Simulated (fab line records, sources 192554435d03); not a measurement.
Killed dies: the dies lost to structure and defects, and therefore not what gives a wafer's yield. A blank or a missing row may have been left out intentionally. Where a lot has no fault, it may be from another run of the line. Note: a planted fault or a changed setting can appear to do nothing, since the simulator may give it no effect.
fab line records | flow n5-finfet
[record] lots = 6 | wafers = 18 | last-day = 19
route steps=1938 shown WELL_APT@38 BEOL_M4@1111 PASSIVATION@1936
lots that met no fault: taken from a fault-free run of the same line
start-h: hours from the record's first day to the start of the lot's first wafer shown | wait-h: how many hours have passed since the lot's step before this one | " repeats the value in the row above | L1.1+2: several wafers, shown together as one row | - either no value or no given start | * or withheld: withheld | < > ~ a bound
route shown NAME@n: a module of which the file shows steps, and the number in the route of the first | usual: the fault-free wafers' mean and standard deviation | same: alike in all rows | chamber/n: place in a boat | sites: readings site by site | _std_site: standard deviation across them | _edge_site: inner sites' mean taken away from outer sites' mean | radius-mm: how far each site lies from the wafer's centre | mask NAME#n: copy n | behind: the last tool/chamber to shape the wafer | hold: why the lot was held/for how many hours/how that ended | device: which transistor (n, p or np) failed to switch | end of line: the route-end tests of the same wafers | step lacking rows: just its recipe | killed: count of dies lost to structure and defects at first sort (not the wafer's yield) | map: a wafer's dies, x killed, . not, _ none there
set.NAME: the setting that was run; set.NAME@STEP: the one run at that earlier step | model.NAME: the simulator's own value behind a step, which no gauge read
certain route steps with their lots: each step a table, each wafer a row
services: the hour from which a tool's chamber was out of use, counted from the record's first day as start-h (under 0 if before that day), plus the number of hours and why
[[steps]]
[step N5_WELL_APT_SOFTBAKE_20]
[recipe] temp-c = 130 | time-s = 60
[step N5_WELL_APT_EXPOSE_22]
[recipe] mask-id = PWELL | na = 0.8 | source-shape = conventional | sigma-outer = 0.8 | polarization = unpolarized | defocus-nm = 0 | target-cd-nm = 200 | dose-mj = 23.2
[step N5_WELL_APT_PEB_23]
[recipe] peb-temp-c = 130 | peb-time-s = 90
[step N5_WELL_APT_DEVELOP_24]
[recipe] develop-time-s = 45 | rinse-liquid = surfactant-rinse | dry = air-spin | dev-temp-c = 21
[step N5_WELL_APT_HARDBAKE_29]
[recipe] temp-c = 130 | time-s = 120
[step N5_WELL_APT_CD_MEAS_25]
[recipe] target-cd-nm = 200 | landing-energy-ev = 500 | detector = se-inlens
[usual] cd-nm = 198.6/1.8
lot.wafer | tool      | chamber | start-h | wait-h | cd-nm
L774.1    | cd-sem-01 | 0       | 27.28   | -      | 201.8
L774.2    | "         | 0       | "       | "      | 198.5
L774.6    | "         | 0       | "       | "      | 197.4
L780.1    | cd-sem-02 | 0       | 62.76   | -      | 199.4
L780.2    | "         | 0       | "       | "      | 197.2
L780.4    | "         | 0       | "       | "      | 198.8
L781.2    | cd-sem-02 | 0       | 68.81   | -      | 198.7
L781.4    | "         | 0       | "       | "      | 195.4
L781.6    | "         | 0       | "       | "      | 199.1
L782.1    | cd-sem-01 | 0       | 75.49   | -      | 200.6
L782.2    | "         | 0       | "       | "      | 196.9
L782.4    | "         | 0       | "       | "      | 198.4
L791.3    | cd-sem-03 | 0       | 128.83  | -      | 195.1
L791.4    | "         | 0       | "       | "      | 197.9
L791.5    | "         | 0       | "       | "      | 198.0
L793.1    | cd-sem-02 | 0       | 140.82  | -      | 200.1
L793.4    | "         | 0       | "       | "      | 199.7
L793.5    | "         | 0       | "       | "      | 198.8
[step N5_WELL_APT_OVL_MEAS_26]
[recipe] points-per-wafer = 44
[usual] PWELL_OVL = 1/6.2
lot.wafer | tool       | chamber | start-h | wait-h | PWELL_OVL[nm]
L774.1    | overlay-01 | 0       | 27.31   | 0.0    | 4
L774.2    | "          | 0       | "       | "      | 10
L774.6    | "          | 0       | "       | "      | 7
L780.1    | overlay-01 | 0       | 62.79   | 0.0    | 3
L780.2    | "          | 0       | "       | "      | -2
L780.4    | "          | 0       | "       | "      | 1
L781.2    | overlay-01 | 0       | 68.84   | 0.0    | 3
L781.4    | "          | 0       | "       | "      | 6
L781.6    | "          | 0       | "       | "      | 7
L782.1    | overlay-01 | 0       | 75.52   | 0.0    | -3
L782.2    | "          | 0       | "       | "      | 2
L782.4    | "          | 0       | "       | "      | 0
L791.3    | overlay-01 | 0       | 128.86  | 0.0    | 1
L791.4    | "          | 0       | "       | "      | 12
L791.5    | "          | 0       | "       | "      | 12
L793.1    | overlay-02 | 0       | 140.85  | 0.0    | -2
L793.4    | "          | 0       | "       | "      | -5
L793.5    | "          | 0       | "       | "      | -2
[step N5_WELL_APT_INSPECT_27]
[recipe] mode = adi | inspect-instrument = macro
[usual] raw-defect-count = 2.1/1.4
lot.wafer | tool              | chamber | start-h | wait-h | raw-defect-count
L774.1    | defect-inspect-02 | -       | 27.34   | 0.0    | 1
L774.2    | "                 | -       | "       | "      | 1
L774.6    | "                 | -       | "       | "      | 0
L780.1    | defect-inspect-01 | -       | 62.81   | 0.0    | 1
L780.2    | "                 | -       | "       | "      | 1
L780.4    | "                 | -       | "       | "      | 4
L781.2    | defect-inspect-02 | -       | 68.86   | 0.0    | 3
L781.4    | "                 | -       | "       | "      | 2
L781.6    | "                 | -       | "       | "      | 2
L782.1    | defect-inspect-02 | -       | 75.55   | 0.0    | 2
L782.2    | "                 | -       | "       | "      | 3
L782.4    | "                 | -       | "       | "      | 4
L791.3    | defect-inspect-01 | -       | 128.88  | 0.0    | 2
L791.4    | "                 | -       | "       | "      | 0
L791.5    | "                 | -       | "       | "      | 4
L793.1    | defect-inspect-01 | -       | 140.88  | 0.0    | 3
L793.4    | "                 | -       | "       | "      | 3
L793.5    | "                 | -       | "       | "      | 3
[step N5_WELL_APT_DESCUM_30]
[recipe] chemistry = O2 | time-s = 7.9 | source-power-w = 50 | bias-power-w = 20 | pressure-mtorr = 20 | rf-frequency-hz = 2.712e+07 | temp-c = 40 | o2-flow-sccm = 225
[usual] drypump-motor-current-A = 5.6/0.4 | oes-product-au = 0.77/0.087 | rf-vpp-V = 243.9/1.3 | showerhead-plenum-p-Torr = 2.14/0.071 | throttle-valve-pct = 20.37/0.24
lot.wafer | tool        | chamber | start-h | wait-h | drypump-motor-current-A | oes-product-au | rf-hours-counter-h | rf-vpp-V | showerhead-plenum-p-Torr | throttle-valve-pct
L774.1    | rie-diel-04 | 3       | 27.83   | 0.5    | 5.5                     | 0.70           | 213                | 245.0    | 2.18                     | 20.52
L774.2    | "           | 2       | "       | "      | 5.9                     | 0.78           | 148                | 245.6    | 2.11                     | 20.52
L774.6    | "           | 3       | "       | "      | 5.5                     | 0.70           | -                  | 244.3    | 2.18                     | 20.52
L780.1    | rie-diel-06 | 3       | 63.00   | 0.2    | 4.9                     | 0.73           | 168                | 242.4    | 1.99                     | 20.23
L780.2    | "           | 0       | "       | "      | 5.2                     | 0.72           | 228                | 244.9    | 2.16                     | 20.20
L780.4    | "           | 2       | "       | "      | 5.6                     | 0.70           | 211                | 244.6    | 2.16                     | 20.27
L781.2    | rie-diel-06 | 2       | 68.89   | 0.0    | 5.6                     | 0.71           | 212                | 242.9    | 2.16                     | 20.26
L781.4    | "           | 0       | "       | "      | 5.2                     | 0.72           | 230                | 245.9    | 2.16                     | 20.21
L781.6    | "           | 0       | "       | "      | 5.2                     | 0.73           | -                  | 243.9    | 2.16                     | 20.19
L782.1    | rie-diel-06 | 1       | 75.58   | 0.0    | 5.6                     | 0.88           | 42                 | 243.6    | 2.13                     | 20.52
L782.2    | "           | 3       | "       | "      | 4.9                     | 0.72           | 172                | 240.9    | 1.99                     | 20.23
L782.4    | "           | 2       | "       | "      | 5.6                     | 0.70           | 214                | 244.7    | 2.16                     | 20.27
L791.3    | rie-diel-04 | 0       | 128.91  | 0.0    | 6.1                     | 1.00           | 5                  | 244.4    | 2.16                     | 19.98
L791.4    | "           | 1       | "       | "      | 6.2                     | 0.74           | 178                | 243.9    | 2.19                     | 20.84
L791.5    | "           | 0       | "       | "      | 6.0                     | 1.01           | -                  | 244.3    | 2.16                     | 19.97
L793.1    | rie-diel-01 | 1       | 140.91  | 0.0    | 5.3                     | 0.73           | 190                | 244.3    | 2.16                     | 20.45
L793.4    | "           | 2       | "       | "      | 5.9                     | 0.85           | 47                 | 245.2    | 2.21                     | 20.08
L793.5    | "           | 2       | "       | "      | 5.9                     | 0.85           | -                  | 244.9    | 2.21                     | 20.07
[step N5_WELL_APT_IMPLANT_31]
[recipe] species = B | energy-kev = 60 | dose-cm2 = 1.5e+13 | tilt-deg = 0 | rotation-deg = 0
[step N5_WELL_APT_IMPLANT_32]
[recipe] species = BF2 | energy-kev = 50 | dose-cm2 = 2e+13 | tilt-deg = 0 | rotation-deg = 0
[step N5_WELL_APT_STRIP_33]
[recipe] chemistry = SPM | time-s = 900 | temp-c = 130 | h2so4-h2o2-vol-ratio = 4 | dry = ipa-marangoni
[step N5_WELL_APT_RTA_34]
[recipe] temp-c = 1000 | time-s = 10 | ambient = N2 | idle-temp-c = 600 | ramp-up-c-per-s = 150 | ramp-down-c-per-s = 60 | cool-to-c = 600
[usual] lamp-power-pct = 13.00/0.055 | lamp_zone_1_pct = 13.00/0.033 | lamp_zone_2_pct = 13.00/0.033 | lamp_zone_3_pct = 13.00/0.034 | lamp_zone_4_pct = 12.991/0.03 | lamp_zone_5_pct = 12.996/0.029 | lamp_zone_6_pct = 12.92/0.035 | lamp_zone_7_pct = 13.417/0.028 | wafer_temp_C_max = 1003.5/1.1
lot.wafer | tool          | chamber | start-h | wait-h | lamp-power-pct | lamp_zone_1_pct | lamp_zone_2_pct | lamp_zone_3_pct | lamp_zone_4_pct | lamp_zone_5_pct | lamp_zone_6_pct | lamp_zone_7_pct | wafer_temp_C_max
L774.1    | rtp-anneal-01 | 0       | 28.89   | 0.0    | 13.02          | 13.03           | 12.98           | 13.04           | 12.961          | 13.042          | 12.91           | 13.439          | 1003.9
L774.2    | "             | 0       | "       | "      | 13.01          | 13.00           | 13.01           | 13.02           | 12.987          | 12.998          | 12.91           | 13.393          | 1002.2
L774.6    | "             | 0       | "       | "      | 13.02          | 13.03           | 12.97           | 12.96           | 12.993          | 12.996          | 12.98           | 13.419          | 1002.5
L780.1    | rtp-anneal-02 | 0       | 63.76   | 0.0    | 12.95          | 13.01           | 12.97           | 12.96           | 13.010          | 12.981          | 12.92           | 13.437          | 1002.7
L780.2    | "             | 0       | "       | "      | 12.98          | 12.97           | 13.01           | 12.96           | 12.973          | 13.009          | 13.00           | 13.371          | 1001.8
L780.4    | "             | 0       | "       | "      | 13.01          | 12.97           | 13.05           | 12.99           | 12.993          | 13.008          | 12.95           | 13.411          | 1001.2
L781.2    | rtp-anneal-01 | 0       | 69.69   | 0.0    | 13.01          | 13.02           | 12.99           | 12.97           | 13.015          | 13.000          | 12.93           | 13.434          | 1002.4
L781.4    | "             | 0       | "       | "      | 12.96          | 13.04           | 12.97           | 13.02           | 13.011          | 13.017          | 12.95           | 13.431          | 1001.1
L781.6    | "             | 0       | "       | "      | 13.00          | 12.98           | 13.02           | 13.03           | 12.983          | 12.981          | 12.92           | 13.378          | 1003.4
L782.1    | rtp-anneal-01 | 0       | 76.59   | 0.3    | 13.01          | 13.00           | 13.01           | 13.02           | 12.985          | 12.973          | 12.96           | 13.451          | 1003.3
L782.2    | "             | 0       | "       | "      | 12.96          | 13.01           | 12.97           | 13.00           | 12.975          | 12.985          | 12.86           | 13.359          | 1002.4
L782.4    | "             | 0       | "       | "      | 13.00          | 13.02           | 12.94           | 13.02           | 12.882          | 12.957          | 12.91           | 13.416          | 1001.5
L791.3    | rtp-anneal-01 | 0       | 129.74  | 0.1    | 14.65          | 14.67           | 14.71           | 14.66           | 14.679          | 14.703          | 14.60           | 15.151          | 1004.2
L791.4    | "             | 0       | "       | "      | 14.73          | 14.70           | 14.69           | 14.71           | 14.658          | 14.699          | 14.64           | 15.144          | 1004.0
L791.5    | "             | 0       | "       | "      | 14.71          | 14.65           | 14.76           | 14.73           | 14.643          | 14.649          | 14.57           | 15.148          | 1003.0
L793.1    | rtp-anneal-01 | 0       | 141.67  | 0.0    | 14.72          | 14.69           | 14.65           | 14.67           | 14.668          | 14.733          | 14.59           | 15.153          | 1001.8
L793.4    | "             | 0       | "       | "      | 14.66          | 14.65           | 14.71           | 14.71           | 14.692          | 14.644          | 14.63           | 15.200          | 1004.9
L793.5    | "             | 0       | "       | "      | 14.70          | 14.66           | 14.66           | 14.72           | 14.692          | 14.683          | 14.56           | 15.213          | 1002.2
[step N5_WELL_APT_OXIDE_STRIP_42]
[recipe] chemistry = dHF | dilution = 25:1 | time-s = 45 | temp-c = 25 | target = SiO2 | target-depth-a = 120
[step N5_BEOL_M4_RC_MEAS_101]
[usual] DIBL_N = 36.0/1.9 | DIBL_P = 35.6/2.2 | IOFF_N = 0.15/0.031 | IOFF_P = 0.19/0.032 | ION_N = 668/11 | ION_P = 455/7.2 | SS_N = 71.5/0.65 | SS_P = 73.4/0.64 | VT_N = 251/3.6 | VT_P = -253/3.3
lot.wafer | tool      | chamber | start-h | wait-h | DIBL_N[mV/V] | DIBL_P[mV/V] | IOFF_N[nA/um] | IOFF_P[nA/um] | ION_N[uA/um] | ION_P[uA/um] | SS_N[mV/dec] | SS_P[mV/dec] | VT_N[mV] | VT_P[mV]
L774.1    | prober-01 | 0       | 198.55  | 0.0    | 34.5         | 33.8         | 0.14          | 0.16          | 666          | 446          | 71.2         | 72.6         | 252      | -254
L774.2    | "         | 0       | "       | "      | 35.0         | 33.8         | 0.13          | 0.16          | 672          | 453          | 71.2         | 71.9         | 254      | -255
L774.6    | "         | 0       | "       | "      | 32.4         | 31.5         | 0.11          | 0.14          | 663          | 453          | 70.5         | 71.7         | 253      | -257
L780.1    | prober-02 | 0       | 247.70  | 0.0    | 34.4         | 33.2         | 0.13          | 0.18          | 664          | 457          | 71.7         | 73.2         | 256      | -251
L780.2    | "         | 0       | "       | "      | 32.4         | 31.0         | 0.10          | 0.16          | 646          | 454          | 70.7         | 72.4         | 256      | -250
L780.4    | "         | 0       | "       | "      | 35.5         | 35.2         | 0.15          | 0.21          | 670          | 459          | 71.5         | 74.2         | 252      | -250
L781.2    | prober-02 | 0       | 277.37  | 0.2    | 34.3         | 34.2         | 0.13          | 0.18          | 665          | 452          | 72.5         | 72.6         | 252      | -252
L781.4    | "         | 0       | "       | "      | 32.2         | 32.5         | 0.11          | 0.16          | 653          | 449          | 70.8         | 72.8         | 253      | -253
L781.6    | "         | 0       | "       | "      | 34.1         | 35.5         | 0.14          | 0.20          | 666          | 458          | 71.3         | 73.2         | 250      | -251
L782.1    | prober-01 | 0       | 288.16  | 0.0    | 35.0         | 34.0         | 0.14          | 0.17          | 665          | 455          | 71.5         | 73.4         | 251      | -252
L782.2    | "         | 0       | "       | "      | 35.0         | 35.2         | 0.14          | 0.19          | 667          | 461          | 70.5         | 73.4         | 249      | -249
L782.4    | "         | 0       | "       | "      | 35.8         | 35.6         | 0.16          | 0.20          | 677          | 457          | 69.9         | 73.8         | 247      | -251
L793.1    | prober-02 | 0       | 325.81  | 0.0    | 39.4         | 40.5         | 0.24          | 0.31          | 692          | 474          | 73.1         | 74.7         | 244      | -243
L793.4    | "         | 0       | "       | "      | 37.2         | 36.9         | 0.18          | 0.23          | 682          | 466          | 72.0         | 73.5         | 248      | -248
L793.5    | "         | 0       | "       | "      | 36.8         | 36.4         | 0.17          | 0.22          | 674          | 457          | 72.0         | 73.3         | 248      | -249
L791.3    | prober-01 | 0       | 332.21  | 0.3    | 39.9         | 40.0         | 0.24          | 0.25          | 690          | 464          | 72.5         | 74.3         | 243      | -250
L791.4    | "         | 0       | "       | "      | 36.7         | 36.0         | 0.16          | 0.19          | 668          | 455          | 71.5         | 73.2         | 245      | -256
L791.5    | "         | 0       | "       | "      | 39.0         | 38.2         | 0.20          | 0.22          | 683          | 456          | 71.3         | 74.5         | 249      | -249
[step N5_PASSIVATION_PROBE_49]
[usual] defect-limited-yield = 91.3/1.4 | killed_at_M0_to_M3 = 34/10 | killed_at_M4_up = 14/5.5 | killed-at-contacts = 12/6 | killed-at-front-end = 40/10 | killed-at-other = 3.0/2.4 | killed-dies = 103/17 | killed-open = 68/13 | killed-short = 34/7.8 | sort_bin_4_leakage = 0.00/0.014 | sort_bin_5_function = 5.1/0.97 | sort_bin_6_memory = 3.3/0.66 | sort-n-pass = 1077/17 | sort-yield-pct = 91.2/1.4
[same] gross-dies = 1180 | killed-at-back-side = 0 | sort_bin_8_speed[%] = 0
lot.wafer | tool      | chamber | start-h | wait-h | defect-limited-yield[%] | killed_at_M0_to_M3 | killed_at_M4_up | killed-at-contacts | killed-at-front-end | killed-at-other | killed-dies | killed-open | killed-short | sort_bin_4_leakage[%] | sort_bin_5_function[%] | sort_bin_6_memory[%] | sort-n-pass | sort-yield-pct[%]
L781.2    | prober-02 | -       | 378.52  | 0.1    | 93.5                    | 21                 | 16              | 12                 | 27                  | 1               | 77          | 47          | 24           | 0                     | 4.1                    | 1.7                  | 1103        | 93.5
L781.4    | prober-02 | -       | 378.62  | 0.2    | 92.7                    | 22                 | 17              | 11                 | 32                  | 4               | 86          | 66          | 18           | 0                     | 4.3                    | 2.9                  | 1094        | 92.7
L781.6    | prober-02 | -       | 378.72  | 0.3    | 93.6                    | 20                 | 18              | 5                  | 31                  | 2               | 76          | 44          | 25           | 0                     | 3.4                    | 2.4                  | 1104        | 93.6
L791.3    | prober-01 | -       | 428.16  | 0.1    | 89.9                    | 29                 | 21              | 22                 | 45                  | 2               | 119         | 69          | 42           | 0.08                  | 6.4                    | 3.1                  | 1060        | 89.8
L793.4    | prober-01 | -       | 450.43  | 0.2    | 93.0                    | 20                 | 16              | 5                  | 33                  | 9               | 83          | 52          | 30           | 0                     | 3.8                    | 3.1                  | 1097        | 93.0
L793.5    | prober-01 | -       | 450.48  | 0.2    | 91.8                    | 32                 | 10              | 20                 | 30                  | 5               | 97          | 69          | 26           | 0                     | 5.2                    | 2.9                  | 1083        | 91.8
// killed by level:class
L781.2 STI_FIN_REVEAL:geometric-particle:open=8 MOL_CONTACT_COAG:geometric-particle:open=7 BEOL_M4:geometric-particle:open=6 MOL_CONTACT_COAG:geometric-particle:short=5 DUMMY_GATE:geometric-particle:open=4 BEOL_M0_SAQP:geometric-particle:short=4 BEOL_M0_SAQP:geometric-particle:open=4 BEOL_M2:geometric-particle:short=4
L781.4 BEOL_M2:geometric-particle:open=12 STI_FIN_REVEAL:geometric-particle:open=10 MOL_CONTACT_COAG:geometric-particle:open=10 ILD0:geometric-particle:open=4 ILD0:geometric-particle:short=3 GATE_CUT:geometric-particle:open=3 BEOL_M4:geometric-particle:open=3 BEOL_M6:geometric-particle:open=3
L781.6 BEOL_M4:geometric-particle:open=8 GATE_CUT:geometric-particle:short=5 MOL_CONTACT_COAG:geometric-particle:open=5 BEOL_M2:geometric-particle:open=5 HKMG_FIN:area-etch=5 FIN_SAQP:geometric-particle:open=3 GATE_CUT:geometric-particle:open=3 BEOL_M0_SAQP:geometric-particle:short=3
L791.3 GATE_CUT:geometric-particle:short=12 MOL_CONTACT_COAG:geometric-particle:open=12 MOL_CONTACT_COAG:geometric-particle:short=10 BEOL_M4:geometric-particle:open=8 BEOL_M3:geometric-particle:open=8 BEOL_M2:geometric-particle:open=7 FIN_SAQP:geometric-particle:open=6 STI_FIN_REVEAL:geometric-particle:open=6
L793.4 FIN_SAQP:geometric-particle:short=9 FIN_SAQP:geometric-particle:open=6 BEOL_M5:geometric-particle:open=6 BEOL_M2:geometric-particle:open=5 BEOL_M4:geometric-particle:open=5 DUMMY_GATE:geometric-particle:short=4 MOL_CONTACT_COAG:geometric-particle:open=4 BEOL_M0_SAQP:geometric-particle:open=4
L793.5 MOL_CONTACT_COAG:geometric-particle:open=15 BEOL_M3:geometric-particle:open=10 FIN_SAQP:geometric-particle:short=7 BEOL_M0_SAQP:geometric-particle:open=7 BEOL_M2:geometric-particle:open=6 FIN_SAQP:geometric-particle:open=5 ILD0:geometric-particle:open=5 MOL_CONTACT_COAG:geometric-particle:short=5
[[services]]
tool          | chamber | start-h | hours | kind
rie-diel-01   | 3       | 14.08   | -     | clean
rie-diel-01   | 3       | 14.08   | -     | consumable-replace:focus-ring
rie-diel-01   | 3       | 14.08   | 22.3  | scheduled-down
rie-diel-01   | 3       | 14.08   | 22.3  | vent-cycle
rtp-anneal-02 | -       | 21.76   | 4.1   | pm
rie-diel-01   | 1       | 88.33   | 1.7   | repair
rie-diel-04   | 0       | 98.61   | -     | clean
rie-diel-04   | 0       | 98.61   | -     | consumable-replace:focus-ring
rie-diel-04   | 0       | 98.61   | 15.3  | scheduled-down
rie-diel-04   | 0       | 98.61   | 15.3  | vent-cycle
rie-diel-01   | 0       | 99.46   | -     | clean
rie-diel-01   | 0       | 99.46   | -     | consumable-replace:focus-ring
rie-diel-01   | 0       | 99.46   | -     | consumable-replace:showerhead
rie-diel-01   | 0       | 99.46   | 25.6  | scheduled-down
rie-diel-01   | 0       | 99.46   | 25.6  | vent-cycle
rie-diel-01   | 1       | 111.49  | 9.7   | repair
rie-diel-04   | 3       | 130.10  | -     | clean
rie-diel-04   | 3       | 130.10  | -     | consumable-replace:focus-ring
rie-diel-04   | 3       | 130.10  | 23.7  | scheduled-down
rie-diel-04   | 3       | 130.10  | 23.7  | vent-cycle
rie-diel-06   | 0       | 130.10  | 4.0   | repair
[[key]]
[first-sign] step = N5_WELL_APT_RTA_34 | reading = lamp_zone_7_pct | direction = up | sigmas = 63 | usual = * | struck = *
[effect] step = N5_WELL_APT_RTA_34 | reading = lamp_zone_5_pct | direction = up | sigmas = 58 | usual = * | struck = *
met-at N5_WELL_APT_RTA_34
struck-wafers L791.3,L791.4,L791.5,L793.1,L793.4,L793.5
onset-between 76.59 129.74
[fault] kind = process-parameter-drift | tool = rtp-anneal-01 | chamber = - | onset-h = 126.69 | steps = N5_WELL_APT_RTA_34 | channel = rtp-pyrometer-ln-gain | offset = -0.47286 | shape = step | end-h = 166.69
